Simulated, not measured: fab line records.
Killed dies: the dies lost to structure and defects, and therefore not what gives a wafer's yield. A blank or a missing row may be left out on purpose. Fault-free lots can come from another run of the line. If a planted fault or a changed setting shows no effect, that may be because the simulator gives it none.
fab line records / flow n5Finfet / part 2 of 2: steps 20 to 26 of 26
record: lots: 5 wafers: 15 lastDay: 16
route steps=1938 shown BEOL_M6@1212
lots with no fault: from the same line, run without faults
startH: hours from the record's opening day to when the first of the lot's shown wafers began / waitH: hours elapsed since this lot's preceding step / " repeats the value in the row above / L1.1+2: several wafers, shown together as one row / - no value present, or no start provided / * or withheld: withheld / < > ~ a bound
route shown NAME@n: NAME is a module with steps in the file, n the number in the route of the first one / usual: the fault-free wafers' mean and standard deviation / same: alike in all rows / chamber/n: place in a boat / sites: each site's reading / _std_site: their standard deviation / _edge_site: outer sites' mean less inner sites' / radiusMm: for every site, how far away it sits from the centre of the wafer / mask NAME#n: copy n / behind: the most recent tool/chamber to have shaped the wafer / hold: what put the lot on hold/how long, in hours/how the hold closed / device: the transistor (n, p or np) that didn't switch / end of line: the same wafers' tests at the end of the route / a step without rows: its recipe alone / killed: dies lost to structure and defects at the first sort, not the wafer's yield / map: the dies of a wafer, with x for killed, . for not killed, _ for no die there
set.NAME: the setting as run; set.NAME@STEP: as run at that earlier step / model.NAME: the simulator's own value behind a step, which no gauge read
lots at selected steps of the route; one table per step, one row per wafer
services: from which hour (startH, from the record's first day; less than 0 if before it) a tool's chamber was out of use, for how many hours, and why
== steps ==
step: N5_BEOL_M6_ETCH_72
recipe: chemistry: N2/H2 target: underlayer targetDepthA: 65 maskMaterial: CAR-EUV timeS: 5.2 ionEnergyEv: 200 pressureMtorr: 30 sourceW: 840 biasW: 150 n2FlowSccm: 200 h2FlowSccm: 200 ends: cleared
usual: drypumpMotorCurrentA: 5.7/0.32 etchRfOnTimeS: 5.04/0.17 h2FlowSccm: 199.9/0.61 oesProductAu: 0.69/0.076 rfVppV: 523.9/2.6 showerheadPlenumPTorr: 2.54/0.082 throttleValvePct: 17.90/0.25
lot.wafer=L075.1 tool=rieDiel-05 chamber=2 startH=201.29 waitH=0.0 drypumpMotorCurrentA=5.9 etchRfOnTimeS=4.90 h2FlowSccm=201.1 oesProductAu=0.81 rfHoursCounterH=25 rfVppV=523.4 showerheadPlenumPTorr=2.51 throttleValvePct=18.33
lot.wafer=L075.2 tool=rieDiel-05 chamber=3 startH=201.29 waitH=0.0 drypumpMotorCurrentA=5.3 etchRfOnTimeS=4.92 h2FlowSccm=199.7 oesProductAu=0.81 rfHoursCounterH=14 rfVppV=520.9 showerheadPlenumPTorr=2.48 throttleValvePct=18.00
lot.wafer=L075.5 tool=rieDiel-05 chamber=3 startH=201.29 waitH=0.0 drypumpMotorCurrentA=5.3 etchRfOnTimeS=4.89 h2FlowSccm=200.7 oesProductAu=0.81 rfHoursCounterH=- rfVppV=522.5 showerheadPlenumPTorr=2.48 throttleValvePct=18.00
lot.wafer=L082.1 tool=rieDiel-05 chamber=3 startH=246.13 waitH=0.0 drypumpMotorCurrentA=5.3 etchRfOnTimeS=4.83 h2FlowSccm=199.2 oesProductAu=0.78 rfHoursCounterH=28 rfVppV=522.4 showerheadPlenumPTorr=2.48 throttleValvePct=18.00
lot.wafer=L082.3 tool=rieDiel-05 chamber=2 startH=246.13 waitH=0.0 drypumpMotorCurrentA=5.8 etchRfOnTimeS=4.91 h2FlowSccm=199.2 oesProductAu=0.79 rfHoursCounterH=38 rfVppV=524.6 showerheadPlenumPTorr=2.51 throttleValvePct=18.36
lot.wafer=L082.5 tool=rieDiel-05 chamber=0 startH=246.13 waitH=0.0 drypumpMotorCurrentA=5.8 etchRfOnTimeS=5.09 h2FlowSccm=199.2 oesProductAu=0.62 rfHoursCounterH=- rfVppV=522.9 showerheadPlenumPTorr=2.51 throttleValvePct=17.89
lot.wafer=L086.3 tool=rieDiel-03 chamber=3 startH=278.43 waitH=0.0 drypumpMotorCurrentA=5.6 etchRfOnTimeS=4.80 h2FlowSccm=199.7 oesProductAu=0.71 rfHoursCounterH=99 rfVppV=526.6 showerheadPlenumPTorr=2.56 throttleValvePct=17.75
lot.wafer=L086.4 tool=rieDiel-03 chamber=2 startH=278.43 waitH=0.0 drypumpMotorCurrentA=5.7 etchRfOnTimeS=5.17 h2FlowSccm=200.0 oesProductAu=0.62 rfHoursCounterH=- rfVppV=522.5 showerheadPlenumPTorr=2.42 throttleValvePct=18.01
lot.wafer=L086.6 tool=rieDiel-03 chamber=0 startH=278.43 waitH=0.0 drypumpMotorCurrentA=5.5 etchRfOnTimeS=5.06 h2FlowSccm=199.8 oesProductAu=0.58 rfHoursCounterH=- rfVppV=526.5 showerheadPlenumPTorr=2.60 throttleValvePct=18.27
lot.wafer=L089.1 tool=rieDiel-05 chamber=2 startH=284.45 waitH=0.0 drypumpMotorCurrentA=5.8 etchRfOnTimeS=4.84 h2FlowSccm=200.8 oesProductAu=0.76 rfHoursCounterH=52 rfVppV=525.0 showerheadPlenumPTorr=2.50 throttleValvePct=18.37
lot.wafer=L089.3 tool=rieDiel-05 chamber=0 startH=284.45 waitH=0.0 drypumpMotorCurrentA=5.8 etchRfOnTimeS=5.11 h2FlowSccm=199.7 oesProductAu=0.62 rfHoursCounterH=214 rfVppV=524.7 showerheadPlenumPTorr=2.51 throttleValvePct=17.86
lot.wafer=L089.5 tool=rieDiel-05 chamber=0 startH=284.45 waitH=0.0 drypumpMotorCurrentA=5.8 etchRfOnTimeS=5.11 h2FlowSccm=199.5 oesProductAu=0.61 rfHoursCounterH=- rfVppV=523.1 showerheadPlenumPTorr=2.51 throttleValvePct=17.88
lot.wafer=L090.2 tool=rieDiel-01 chamber=2 startH=295.46 waitH=0.0 drypumpMotorCurrentA=6.2 etchRfOnTimeS=4.98 h2FlowSccm=200.8 oesProductAu=0.75 rfHoursCounterH=58 rfVppV=525.4 showerheadPlenumPTorr=2.57 throttleValvePct=17.82
lot.wafer=L090.3 tool=rieDiel-01 chamber=1 startH=295.46 waitH=0.0 drypumpMotorCurrentA=5.9 etchRfOnTimeS=5.42 h2FlowSccm=200.5 oesProductAu=0.63 rfHoursCounterH=150 rfVppV=526.2 showerheadPlenumPTorr=2.64 throttleValvePct=17.70
lot.wafer=L090.4 tool=rieDiel-01 chamber=0 startH=295.46 waitH=0.0 drypumpMotorCurrentA=6.2 etchRfOnTimeS=5.01 h2FlowSccm=200.2 oesProductAu=0.66 rfHoursCounterH=- rfVppV=524.2 showerheadPlenumPTorr=2.52 throttleValvePct=17.90
step: N5_BEOL_M6_ETCH_65
recipe: chemistry: CF4 target: SiARC targetDepthA: 156 maskMaterial: CAR-EUV timeS: 26 ionEnergyEv: 80 pressureMtorr: 40 sourceW: 545 biasW: 36 Ar_flow_sccm: 100 cf4FlowSccm: 100 ends: cleared
usual: drypumpMotorCurrentA: 5.7/0.32 etchRfOnTimeS: 25.3/0.78 oesProductAu: 0.70/0.076 rfVppV: 184.1/1.2 showerheadPlenumPTorr: 2.14/0.066 throttleValvePct: 15.69/0.21
lot.wafer=L075.1 tool=rieDiel-05 chamber=2 startH=201.31 waitH=0.0 drypumpMotorCurrentA=5.9 etchRfOnTimeS=24.2 oesProductAu=0.81 rfHoursCounterH=25 rfVppV=182.2 showerheadPlenumPTorr=2.11 throttleValvePct=15.86
lot.wafer=L075.2 tool=rieDiel-05 chamber=3 startH=201.31 waitH=0.0 drypumpMotorCurrentA=5.3 etchRfOnTimeS=24.1 oesProductAu=0.81 rfHoursCounterH=14 rfVppV=182.8 showerheadPlenumPTorr=2.10 throttleValvePct=15.76
lot.wafer=L075.5 tool=rieDiel-05 chamber=3 startH=201.31 waitH=0.0 drypumpMotorCurrentA=5.3 etchRfOnTimeS=24.1 oesProductAu=0.82 rfHoursCounterH=- rfVppV=184.1 showerheadPlenumPTorr=2.10 throttleValvePct=15.76
lot.wafer=L082.1 tool=rieDiel-05 chamber=3 startH=246.15 waitH=0.0 drypumpMotorCurrentA=5.3 etchRfOnTimeS=24.4 oesProductAu=0.79 rfHoursCounterH=28 rfVppV=182.7 showerheadPlenumPTorr=2.09 throttleValvePct=15.78
lot.wafer=L082.3 tool=rieDiel-05 chamber=2 startH=246.15 waitH=0.0 drypumpMotorCurrentA=5.9 etchRfOnTimeS=24.5 oesProductAu=0.78 rfHoursCounterH=38 rfVppV=182.3 showerheadPlenumPTorr=2.11 throttleValvePct=15.88
lot.wafer=L082.5 tool=rieDiel-05 chamber=0 startH=246.15 waitH=0.0 drypumpMotorCurrentA=5.8 etchRfOnTimeS=25.7 oesProductAu=0.62 rfHoursCounterH=- rfVppV=183.5 showerheadPlenumPTorr=2.10 throttleValvePct=15.58
lot.wafer=L086.3 tool=rieDiel-03 chamber=3 startH=278.45 waitH=0.0 drypumpMotorCurrentA=5.7 etchRfOnTimeS=24.1 oesProductAu=0.71 rfHoursCounterH=99 rfVppV=185.3 showerheadPlenumPTorr=2.17 throttleValvePct=15.53
lot.wafer=L086.4 tool=rieDiel-03 chamber=2 startH=278.45 waitH=0.0 drypumpMotorCurrentA=5.7 etchRfOnTimeS=26.0 oesProductAu=0.62 rfHoursCounterH=- rfVppV=180.3 showerheadPlenumPTorr=2.05 throttleValvePct=15.72
lot.wafer=L086.6 tool=rieDiel-03 chamber=0 startH=278.45 waitH=0.0 drypumpMotorCurrentA=5.6 etchRfOnTimeS=25.5 oesProductAu=0.59 rfHoursCounterH=- rfVppV=183.3 showerheadPlenumPTorr=2.19 throttleValvePct=16.11
lot.wafer=L089.1 tool=rieDiel-05 chamber=2 startH=284.46 waitH=0.0 drypumpMotorCurrentA=5.8 etchRfOnTimeS=24.4 oesProductAu=0.77 rfHoursCounterH=52 rfVppV=182.6 showerheadPlenumPTorr=2.10 throttleValvePct=15.91
lot.wafer=L089.3 tool=rieDiel-05 chamber=0 startH=284.46 waitH=0.0 drypumpMotorCurrentA=5.8 etchRfOnTimeS=25.7 oesProductAu=0.61 rfHoursCounterH=214 rfVppV=182.8 showerheadPlenumPTorr=2.10 throttleValvePct=15.59
lot.wafer=L089.5 tool=rieDiel-05 chamber=0 startH=284.46 waitH=0.0 drypumpMotorCurrentA=5.8 etchRfOnTimeS=25.8 oesProductAu=0.62 rfHoursCounterH=- rfVppV=186.1 showerheadPlenumPTorr=2.10 throttleValvePct=15.60
lot.wafer=L090.2 tool=rieDiel-01 chamber=2 startH=295.48 waitH=0.0 drypumpMotorCurrentA=6.2 etchRfOnTimeS=24.9 oesProductAu=0.76 rfHoursCounterH=58 rfVppV=185.8 showerheadPlenumPTorr=2.18 throttleValvePct=15.63
lot.wafer=L090.3 tool=rieDiel-01 chamber=1 startH=295.48 waitH=0.0 drypumpMotorCurrentA=5.9 etchRfOnTimeS=27.0 oesProductAu=0.64 rfHoursCounterH=150 rfVppV=185.1 showerheadPlenumPTorr=2.21 throttleValvePct=15.47
lot.wafer=L090.4 tool=rieDiel-01 chamber=0 startH=295.48 waitH=0.0 drypumpMotorCurrentA=6.2 etchRfOnTimeS=25.1 oesProductAu=0.65 rfHoursCounterH=- rfVppV=183.7 showerheadPlenumPTorr=2.15 throttleValvePct=15.90
step: N5_BEOL_M6_ETCH_66
recipe: chemistry: N2/H2 target: SOC targetDepthA: 800 overetchA: 160 maskMaterial: SiARC tempC: 40 timeS: 120 ionEnergyEv: 200 pressureMtorr: 30 sourceW: 840 biasW: 150 n2FlowSccm: 200 h2FlowSccm: 200
usual: drypumpMotorCurrentA: 5.7/0.33 h2FlowSccm: 199.9/0.57 oesProductAu: 0.61/0.061 rfVppV: 523.9/2.5 showerheadPlenumPTorr: 2.54/0.082 throttleValvePct: 17.86/0.25
lot.wafer=L075.1 tool=rieDiel-05 chamber=2 startH=201.34 waitH=0.0 drypumpMotorCurrentA=5.8 h2FlowSccm=201.0 oesProductAu=0.69 rfHoursCounterH=25 rfVppV=520.4 showerheadPlenumPTorr=2.51 throttleValvePct=18.30
lot.wafer=L075.2 tool=rieDiel-05 chamber=3 startH=201.34 waitH=0.0 drypumpMotorCurrentA=5.3 h2FlowSccm=200.7 oesProductAu=0.71 rfHoursCounterH=14 rfVppV=522.3 showerheadPlenumPTorr=2.48 throttleValvePct=17.96
lot.wafer=L075.5 tool=rieDiel-05 chamber=3 startH=201.34 waitH=0.0 drypumpMotorCurrentA=5.3 h2FlowSccm=200.2 oesProductAu=0.70 rfHoursCounterH=- rfVppV=522.4 showerheadPlenumPTorr=2.48 throttleValvePct=17.93
lot.wafer=L082.1 tool=rieDiel-05 chamber=3 startH=246.18 waitH=0.0 drypumpMotorCurrentA=5.3 h2FlowSccm=200.1 oesProductAu=0.66 rfHoursCounterH=28 rfVppV=523.9 showerheadPlenumPTorr=2.48 throttleValvePct=17.96
lot.wafer=L082.3 tool=rieDiel-05 chamber=2 startH=246.18 waitH=0.0 drypumpMotorCurrentA=5.8 h2FlowSccm=199.5 oesProductAu=0.68 rfHoursCounterH=38 rfVppV=522.8 showerheadPlenumPTorr=2.51 throttleValvePct=18.31
lot.wafer=L082.5 tool=rieDiel-05 chamber=0 startH=246.18 waitH=0.0 drypumpMotorCurrentA=5.8 h2FlowSccm=200.9 oesProductAu=0.55 rfHoursCounterH=- rfVppV=523.9 showerheadPlenumPTorr=2.51 throttleValvePct=17.82
lot.wafer=L086.3 tool=rieDiel-03 chamber=3 startH=278.48 waitH=0.0 drypumpMotorCurrentA=5.6 h2FlowSccm=199.5 oesProductAu=0.61 rfHoursCounterH=99 rfVppV=523.8 showerheadPlenumPTorr=2.56 throttleValvePct=17.70
lot.wafer=L086.4 tool=rieDiel-03 chamber=2 startH=278.48 waitH=0.0 drypumpMotorCurrentA=5.7 h2FlowSccm=200.1 oesProductAu=0.55 rfHoursCounterH=- rfVppV=520.2 showerheadPlenumPTorr=2.42 throttleValvePct=17.95
lot.wafer=L086.6 tool=rieDiel-03 chamber=0 startH=278.48 waitH=0.0 drypumpMotorCurrentA=5.5 h2FlowSccm=200.6 oesProductAu=0.51 rfHoursCounterH=- rfVppV=525.6 showerheadPlenumPTorr=2.60 throttleValvePct=18.26
lot.wafer=L089.1 tool=rieDiel-05 chamber=2 startH=284.49 waitH=0.0 drypumpMotorCurrentA=5.9 h2FlowSccm=200.8 oesProductAu=0.66 rfHoursCounterH=52 rfVppV=521.6 showerheadPlenumPTorr=2.50 throttleValvePct=18.33
lot.wafer=L089.3 tool=rieDiel-05 chamber=0 startH=284.49 waitH=0.0 drypumpMotorCurrentA=5.8 h2FlowSccm=200.1 oesProductAu=0.55 rfHoursCounterH=214 rfVppV=522.7 showerheadPlenumPTorr=2.51 throttleValvePct=17.84
lot.wafer=L089.5 tool=rieDiel-05 chamber=0 startH=284.49 waitH=0.0 drypumpMotorCurrentA=5.8 h2FlowSccm=199.3 oesProductAu=0.56 rfHoursCounterH=- rfVppV=524.0 showerheadPlenumPTorr=2.51 throttleValvePct=17.85
lot.wafer=L090.2 tool=rieDiel-01 chamber=2 startH=295.51 waitH=0.0 drypumpMotorCurrentA=6.2 h2FlowSccm=199.6 oesProductAu=0.66 rfHoursCounterH=58 rfVppV=524.7 showerheadPlenumPTorr=2.57 throttleValvePct=17.74
lot.wafer=L090.3 tool=rieDiel-01 chamber=1 startH=295.51 waitH=0.0 drypumpMotorCurrentA=5.9 h2FlowSccm=199.7 oesProductAu=0.58 rfHoursCounterH=150 rfVppV=526.9 showerheadPlenumPTorr=2.64 throttleValvePct=17.69
lot.wafer=L090.4 tool=rieDiel-01 chamber=0 startH=295.51 waitH=0.0 drypumpMotorCurrentA=6.2 h2FlowSccm=199.3 oesProductAu=0.58 rfHoursCounterH=- rfVppV=524.2 showerheadPlenumPTorr=2.52 throttleValvePct=17.86
step: N5_BEOL_M6_STRIP_69
recipe: chemistry: N2/H2 tempC: 40 n2FlowSccm: 200 h2FlowSccm: 200 rfFrequencyHz: 6e+07
lot.wafer=L075.1+2+5 tool=rieDiel-05 chamber=2,3,3 startH=201.42 waitH=0.0
lot.wafer=L082.1+3+5 tool=rieDiel-05 chamber=3,2,0 startH=246.26 waitH=0.0
lot.wafer=L086.3+4+6 tool=rieDiel-03 chamber=3,2,0 startH=278.56 waitH=0.0
lot.wafer=L089.1+3+5 tool=rieDiel-05 chamber=2,0,0 startH=284.57 waitH=0.0
lot.wafer=L090.2+3+4 tool=rieDiel-01 chamber=2,1,0 startH=295.59 waitH=0.0
step: N5_BEOL_M6_STRIP_73
recipe: chemistry: N2/H2 tempC: 40 n2FlowSccm: 200 h2FlowSccm: 200 rfFrequencyHz: 6e+07
lot.wafer=L075.1+2+5 tool=rieDiel-05 chamber=2,3,3 startH=201.43 waitH=0.0
lot.wafer=L082.1+3+5 tool=rieDiel-05 chamber=3,2,0 startH=246.27 waitH=0.0
lot.wafer=L086.3+4+6 tool=rieDiel-03 chamber=3,2,0 startH=278.57 waitH=0.0
lot.wafer=L089.1+3+5 tool=rieDiel-05 chamber=2,0,0 startH=284.58 waitH=0.0
lot.wafer=L090.2+3+4 tool=rieDiel-01 chamber=2,1,0 startH=295.60 waitH=0.0
step: N5_BEOL_M6_VIA_ETCH_34
recipe: chemistry: C4F6/O2 target: SiCOH_lowk targetDepthA: 1263 maskMaterial: SOC taperDeg: 4 timeS: 50.9 ionEnergyEv: 250 pressureMtorr: 30 sourceW: 345 biasW: 185 Ar_flow_sccm: 300 C4F6_flow_sccm: 10 O2_flow_sccm: 10
usual: drypumpMotorCurrentA: 5.7/0.32 oesProductAu: 0.81/0.087 rfVppV: 664/10 showerheadPlenumPTorr: 2.85/0.096 throttleValvePct: 20.99/0.2
lot.wafer=L075.1 tool=rieDiel-05 chamber=2 startH=201.44 waitH=0.0 drypumpMotorCurrentA=5.8 oesProductAu=0.94 rfHoursCounterH=25 rfVppV=666 showerheadPlenumPTorr=2.78 throttleValvePct=21.17
lot.wafer=L075.2 tool=rieDiel-05 chamber=3 startH=201.44 waitH=0.0 drypumpMotorCurrentA=5.3 oesProductAu=0.94 rfHoursCounterH=14 rfVppV=664 showerheadPlenumPTorr=2.77 throttleValvePct=21.00
lot.wafer=L075.5 tool=rieDiel-05 chamber=3 startH=201.44 waitH=0.0 drypumpMotorCurrentA=5.3 oesProductAu=0.94 rfHoursCounterH=- rfVppV=664 showerheadPlenumPTorr=2.77 throttleValvePct=21.01
lot.wafer=L082.1 tool=rieDiel-05 chamber=3 startH=246.28 waitH=0.0 drypumpMotorCurrentA=5.3 oesProductAu=0.92 rfHoursCounterH=28 rfVppV=663 showerheadPlenumPTorr=2.76 throttleValvePct=21.03
lot.wafer=L082.3 tool=rieDiel-05 chamber=2 startH=246.28 waitH=0.0 drypumpMotorCurrentA=5.9 oesProductAu=0.91 rfHoursCounterH=38 rfVppV=665 showerheadPlenumPTorr=2.78 throttleValvePct=21.19
lot.wafer=L082.5 tool=rieDiel-05 chamber=0 startH=246.28 waitH=0.0 drypumpMotorCurrentA=5.8 oesProductAu=0.74 rfHoursCounterH=- rfVppV=662 showerheadPlenumPTorr=2.78 throttleValvePct=20.70
lot.wafer=L086.3 tool=rieDiel-03 chamber=3 startH=278.58 waitH=0.0 drypumpMotorCurrentA=5.6 oesProductAu=0.81 rfHoursCounterH=99 rfVppV=653 showerheadPlenumPTorr=2.89 throttleValvePct=20.96
lot.wafer=L086.4 tool=rieDiel-03 chamber=2 startH=278.58 waitH=0.0 drypumpMotorCurrentA=5.7 oesProductAu=0.72 rfHoursCounterH=- rfVppV=645 showerheadPlenumPTorr=2.72 throttleValvePct=20.95
lot.wafer=L086.6 tool=rieDiel-03 chamber=0 startH=278.58 waitH=0.0 drypumpMotorCurrentA=5.6 oesProductAu=0.69 rfHoursCounterH=- rfVppV=680 showerheadPlenumPTorr=2.90 throttleValvePct=21.30
lot.wafer=L089.1 tool=rieDiel-05 chamber=2 startH=284.59 waitH=0.0 drypumpMotorCurrentA=5.9 oesProductAu=0.90 rfHoursCounterH=52 rfVppV=665 showerheadPlenumPTorr=2.77 throttleValvePct=21.20
lot.wafer=L089.3 tool=rieDiel-05 chamber=0 startH=284.59 waitH=0.0 drypumpMotorCurrentA=5.8 oesProductAu=0.73 rfHoursCounterH=214 rfVppV=660 showerheadPlenumPTorr=2.78 throttleValvePct=20.71
lot.wafer=L089.5 tool=rieDiel-05 chamber=0 startH=284.59 waitH=0.0 drypumpMotorCurrentA=5.8 oesProductAu=0.73 rfHoursCounterH=- rfVppV=661 showerheadPlenumPTorr=2.78 throttleValvePct=20.71
lot.wafer=L090.2 tool=rieDiel-01 chamber=2 startH=295.61 waitH=0.0 drypumpMotorCurrentA=6.2 oesProductAu=0.89 rfHoursCounterH=58 rfVppV=673 showerheadPlenumPTorr=2.93 throttleValvePct=21.16
lot.wafer=L090.3 tool=rieDiel-01 chamber=1 startH=295.61 waitH=0.0 drypumpMotorCurrentA=5.9 oesProductAu=0.75 rfHoursCounterH=150 rfVppV=680 showerheadPlenumPTorr=2.96 throttleValvePct=20.80
lot.wafer=L090.4 tool=rieDiel-01 chamber=0 startH=295.61 waitH=0.0 drypumpMotorCurrentA=6.2 oesProductAu=0.76 rfHoursCounterH=- rfVppV=660 showerheadPlenumPTorr=2.86 throttleValvePct=21.19
step: N5_BEOL_M6_STRIP_76
recipe: chemistry: C4F6/O2 resist: SiARC rfFrequencyHz: 6e+07
lot.wafer=L075.1+2+5 tool=rieDiel-05 chamber=2,3,3 startH=201.48 waitH=0.0
lot.wafer=L082.1+3+5 tool=rieDiel-05 chamber=3,2,0 startH=246.32 waitH=0.0
lot.wafer=L086.3+4+6 tool=rieDiel-03 chamber=3,2,0 startH=278.62 waitH=0.0
lot.wafer=L089.1+3+5 tool=rieDiel-05 chamber=2,0,0 startH=284.63 waitH=0.0
lot.wafer=L090.2+3+4 tool=rieDiel-01 chamber=2,1,0 startH=295.65 waitH=0.0
== services ==
tool=rieDiel-05 chamber=- startH=180.40 hours=15.6 kind=pm
tool=euvScanner-02 chamber=- startH=190.18 hours=1.0 kind=pm
tool=euvScanner-01 chamber=- startH=191.48 hours=1.0 kind=pm
tool=rieMetal-03 chamber=1 startH=200.76 hours=2.8 kind=repair
tool=euvScanner-02 chamber=- startH=219.64 hours=13.5 kind=repair
tool=euvScanner-01 chamber=0 startH=224.71 hours=- kind=calibration
tool=euvScanner-02 chamber=- startH=246.33 hours=1.0 kind=pm
tool=euvScanner-01 chamber=- startH=247.63 hours=1.0 kind=pm
tool=rieDiel-03 chamber=- startH=253.52 hours=0.4 kind=repair
tool=euvScanner-02 chamber=- startH=260.00 hours=5.8 kind=pm
tool=rieDiel-05 chamber=0 startH=265.47 hours=8.7 kind=repair
tool=rieDiel-03 chamber=1 startH=276.68 hours=- kind=clean
tool=rieDiel-03 chamber=1 startH=276.68 hours=- kind=consumableReplace:focusRing
tool=rieDiel-03 chamber=1 startH=276.68 hours=- kind=consumableReplace:showerhead
tool=rieDiel-03 chamber=1 startH=276.68 hours=18.7 kind=scheduledDown
tool=rieDiel-03 chamber=1 startH=276.68 hours=18.7 kind=ventCycle
tool=rieDiel-05 chamber=2 startH=279.25 hours=2.4 kind=repair
tool=rieDiel-05 chamber=0 startH=287.52 hours=1.8 kind=repair
tool=rieDiel-01 chamber=3 startH=288.67 hours=23.6 kind=repair
tool=rieDiel-05 chamber=1 startH=290.79 hours=6.3 kind=repair
tool=rieDiel-03 chamber=0 startH=293.22 hours=10.1 kind=repair
tool=rieMetal-02 chamber=0 startH=294.01 hours=- kind=clean
tool=rieMetal-02 chamber=0 startH=294.01 hours=14.1 kind=scheduledDown
tool=euvScanner-02 chamber=- startH=295.00 hours=4.6 kind=pm
